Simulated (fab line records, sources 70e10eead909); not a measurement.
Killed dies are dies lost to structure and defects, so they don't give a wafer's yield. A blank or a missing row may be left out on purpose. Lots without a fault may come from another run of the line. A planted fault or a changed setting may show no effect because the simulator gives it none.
Problem report in the 8D (eight disciplines) form, filled by code | flow nand_harc | the parts of the form that need people (team, actions taken, sign-off) are left out

1. THE PROBLEM
killed_at_periphery at NHARC_END_SORT_01 reads a mean of 641.0 on 2 wafers of 1 lot; wafers without a fault read 3.3 with a standard deviation of 2.3. That is +99 or more standard deviations from the usual mean.
First seen on wafer L923.2, day 24 06:38, on prober-01. The record holds 5 wafers of 2 lots with a number at this step. Rule for "out", or "out of limits": more than 4 standard deviations from the usual mean. The other wafers with a number count as sound.

2. WHAT IT IS AND WHAT IT IS NOT
question                    | is                                                                                                                      | is not
which readings at this step | killed_at_periphery, defect_limited_yield, killed_dies, sort_bin_2_pct, sort_n_pass, sort_rim_yield_pct, sort_yield_pct | killed_at_array, killed_at_other, killed_open, killed_short, sort_bin_3_pct, sort_bin_4_pct
which lots                  | L923                                                                                                                    | L915
which wafers of those lots  | all that have a number                                                                                                  | -
read on which gauges        | prober-01                                                                                                               | prober-02
when                        | from day 24 06:38                                                                                                       | up to then (3 sound wafers)

3. SUSPECTS, AND WHAT RULES EACH OUT
Counting: a tool at a process step up to the reading stays a suspect if it ran every lot that is out and no sound lot after the first of them.
- the gauge at NHARC_END_SORT_01: kept. All the wafers that are out were read on prober-01, and no step on other tools shows them out.
- rie_diel-06 at NHARC_P_M1_ETCH_35 (etches the open film in N2/H2, target depth 40 nm, overetch 12 nm, time 43.94 s): kept. It ran the lot that is out, L923 (day 10 12:27), and no sound lot after that.
- rie_diel-06 at NHARC_P_M1_STRIP_18 (strips in N2/H2): kept. It ran the lot that is out, L923 (day 10 12:44), and no sound lot after that.
- pvd_sputter-01 at NHARC_P_M1_PVD_21 (deposits Cu, target thk 30 nm, time 20.49 s): kept. It ran the lot that is out, L923 (day 10 13:41), and no sound lot after that.
- rtp_anneal-01 at NHARC_P_M1_ANNEAL_31 (time 90 s): kept. It ran the lot that is out, L923 (day 10 14:16), and no sound lot after that.
- cmp-03 at NHARC_P_M1_CMP_23 (polishes, t overpolish 20 s, target thk 157.82 nm): kept. It ran the lot that is out, L923 (day 10 14:37), and no sound lot after that.
- pecvd-04 at NHARC_P_M1_DEP_33 (deposits SiCN, target thk 30 nm): kept. It ran the lot that is out, L923 (day 10 15:13), and no sound lot after that; its last sound lot up to then is L915 (day 8 06:15).
Left after counting: rie_diel-06 at NHARC_P_M1_ETCH_35, rie_diel-06 at NHARC_P_M1_STRIP_18, pvd_sputter-01 at NHARC_P_M1_PVD_21, rtp_anneal-01 at NHARC_P_M1_ANNEAL_31, cmp-03 at NHARC_P_M1_CMP_23, pecvd-04 at NHARC_P_M1_DEP_33, prober-01 at NHARC_END_SORT_01.

4. THE CAUSE (what the simulator had put in)
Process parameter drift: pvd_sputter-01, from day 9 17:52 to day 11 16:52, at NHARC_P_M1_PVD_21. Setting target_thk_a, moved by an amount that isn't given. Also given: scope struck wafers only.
Counting left 7 suspects, and this tool is among them.

5. THE CHAIN OF EFFECTS, in route order
Each row: a reading whose mean over the struck wafers that have a number lies more than 3 standard deviations from the usual. Only readings for which the record gives a usual standard deviation are gone through. hours: the time from each lot's start at the first step in this table that gives one to its start at this step, as a median over the lots. sigmas: the change in usual standard deviations.
hours | step              | reading              | usual  | on struck wafers | change | sigmas
0     | NHARC_END_SORT_01 | defect_limited_yield | 95.4 % | 0.0              | -95.4  | -73
0     | NHARC_END_SORT_01 | killed_at_periphery  | 3.3    | 641.0            | +637.7 | +99 or more
0     | NHARC_END_SORT_01 | killed_dies          | 31     | 677              | +646   | +73
0     | NHARC_END_SORT_01 | sort_bin_2_pct       | 1.4 %  | 96.1             | +94.7  | +99 or more
0     | NHARC_END_SORT_01 | sort_n_pass          | 646    | 0                | -646   | -73
0     | NHARC_END_SORT_01 | sort_rim_yield_pct   | 95.5 % | 0.0              | -95.5  | -35
0     | NHARC_END_SORT_01 | sort_yield_pct       | 95.4 % | 0.0              | -95.4  | -73

6. WHAT WOULD HAVE CAUGHT IT SOONER
In this record the first reading out of limits at a measuring or inspecting step was taken at day 24 06:38, 349 hours after the fault began at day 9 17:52.
Of the tool readings at NHARC_P_M1_PVD_21 for which the record gives a usual standard deviation, none was out on any struck wafer, so an alarm limit of 4 standard deviations on them would not have fired.
All the lots that are out (1) had begun NHARC_P_M1_PVD_21 on pvd_sputter-01 by day 24 06:38. A hold on the tool at that time would have spared none of them.
